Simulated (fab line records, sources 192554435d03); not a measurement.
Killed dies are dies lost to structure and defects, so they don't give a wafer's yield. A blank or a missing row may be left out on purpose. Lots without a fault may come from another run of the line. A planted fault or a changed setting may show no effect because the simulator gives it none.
Chamber matching | flow n5_finfet | N5_BEOL_M2_DEP_57 on pecvd-01: 3 sister chambers
The step deposits SiCN from 3MS/NH3, target thk 8 nm, time 14 s. 3 wafers are shown with their chamber, then 10 later ones without.

WAFERS WITH THEIR CHAMBER
wafer  | chamber | showerhead_plenum_p_Torr (Torr)
L087.6 | 1       | 3.642
L088.2 | 0       | 3.682
L088.5 | 2       | 3.670

WAFERS WITHOUT THEIR CHAMBER
wafer  | showerhead_plenum_p_Torr (Torr)
L088.6 | 3.643
L093.2 | 3.669
L093.5 | 3.655
L093.6 | 3.681
L092.3 | 3.680
L092.5 | 3.684
L092.6 | 3.657
L097.1 | 3.665
L097.5 | 3.659
L097.6 | 3.679

WHICH CHAMBER EACH WENT THROUGH
wafer  | from the rows above          | in truth
L088.6 | 1                            | 1
L093.2 | can't be placed: 2 or 0      | 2
L093.5 | can't be placed: 1 or 2 or 0 | 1
L093.6 | can't be placed: 0 or 2      | 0
L092.3 | can't be placed: 0 or 2      | 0
L092.5 | can't be placed: 0 or 2      | 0
L092.6 | can't be placed: 2 or 1 or 0 | 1
L097.1 | can't be placed: 2 or 0      | 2
L097.5 | can't be placed: 2 or 1 or 0 | 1
L097.6 | can't be placed: 0 or 2      | 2
Placed correctly: 1 of 10. Can't be placed from these rows: 9 (the true chamber is among the candidates in 9). Placed wrongly: 0.
How it was worked out, from the rows above alone: a wafer's distance from a chamber is the root of the sum, over the readings, of the square of ((its reading less the chamber's mean) divided by the reading's scatter). The wafer belongs to the nearest chamber; if the next one is less than 2 further off, it can't be placed. A chamber's mean is the mean of its shown wafers. The scatter: with one shown wafer a chamber, the root of the mean of the squares of how far each hidden wafer lies from its nearest shown one.
